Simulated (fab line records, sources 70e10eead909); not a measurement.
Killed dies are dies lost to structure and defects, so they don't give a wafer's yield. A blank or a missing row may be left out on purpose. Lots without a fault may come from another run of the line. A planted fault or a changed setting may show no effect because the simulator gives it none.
One fault seen from 2 desks | flow nand_harc | each desk has only its own numbers; what lay behind them comes last

THE TOOL OWNER'S DESK: rie_si-04
The tool's own readings at NHARC_A_DECK1_JOINT_ETCHBACK_07 (etches the open film in HBr, target depth 105 nm, time 26.9 s): means of the sampled wafers that have a number, for each lot that ran on this tool. A lot is out of limits, marked OUT, if its mean lies more than 4 standard deviations from the usual mean; the brackets give that distance.
Columns: A = drypump_motor_current_A at NHARC_A_DECK1_JOINT_ETCHBACK_07, usual 5.5 A; B = oes_product_au at NHARC_A_DECK1_JOINT_ETCHBACK_07, usual 1.002 a.u.; C = run_length_s at NHARC_A_DECK1_JOINT_ETCHBACK_07, usual 48.2 s; D = throttle_valve_pct at NHARC_A_DECK1_JOINT_ETCHBACK_07, usual 23.266 %
lot  | first seen here | A   | B     | C               | D
L192 | day 12 07:08    | 5.6 | 1.007 | 47.6            | 23.276
L196 | day 13 01:13    | 5.5 | 1.011 | 48.1            | 23.257
L201 | day 15 03:35    | 5.8 | 0.996 | 48.0            | 23.268
L202 | day 15 17:22    | 5.7 | 1.007 | 48.0            | 23.264
L203 | day 16 04:59    | 5.5 | 1.002 | 45.2 (-7.2) OUT | 23.267
L205 | day 17 01:01    | 5.4 | 1.001 | 45.3 (-7.1) OUT | 23.257
L206 | day 17 11:12    | 5.5 | 1.004 | 46.0 (-5.5) OUT | 23.262
This desk's finding: out of limits on L203, L205, L206; first on L203, day 16 04:59 (run_length_s at NHARC_A_DECK1_JOINT_ETCHBACK_07). In limits: L192, L196, L201, L202.

THE METROLOGY DESK
What the gauges read, lot by lot, whatever tool the lot ran on: means of the sampled wafers that have a number. A lot is out of limits, marked OUT, if its mean lies more than 4 standard deviations from the usual mean; the brackets give that distance.
Columns: A = cd_nm at NHARC_A_CHANNEL_HOLE_D1_CD_MEAS_30, usual 90.0 nm; B = thk_nm at NHARC_A_DECK1_JOINT_THK_MEAS_14, usual 51.1 nm
lot  | first seen here | A    | B
L191 | day 9 02:50     | 89.1 | 51.1
L192 | day 9 20:10     | 89.2 | 52.0
L194 | day 10 17:21    | 90.9 | 50.3
L195 | day 11 01:15    | 89.8 | 52.5
L196 | day 11 03:34    | 89.8 | 52.3
L198 | day 12 06:35    | 89.2 | 51.7
L201 | day 13 05:33    | 89.3 | 51.0
L202 | day 13 15:38    | 89.7 | 49.0
L203 | day 14 04:35    | 91.8 | 49.3
L204 | day 15 00:02    | 89.7 | 50.9
L205 | day 15 01:09    | 89.9 | 51.3
L206 | day 15 09:07    | 89.8 | 50.5
L213 | day 18 07:07    | 90.4 | 50.4
This desk's finding: nothing out of limits on any of the 13 lots.

PUT TOGETHER
The tool owner's desk could have raised an alarm at day 16 04:59, on L203, L205, L206.
The metrology desk saw nothing out of limits.
The metrology desk has L203, L205, L206 on record, within its limits.
Of the lots named, all ran NHARC_A_DECK1_JOINT_ETCHBACK_07 on rie_si-04.

WHAT THE SIMULATOR HAD PUT IN
Process parameter drift: rie_si-04, from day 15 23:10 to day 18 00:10, at NHARC_A_DECK1_JOINT_ETCHBACK_07. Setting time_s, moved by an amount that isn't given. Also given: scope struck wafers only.
Lots struck among those shown: L203, L205, L206.
Hours from the fault's start to each desk's first reading out of limits: the tool owner's desk, 6.
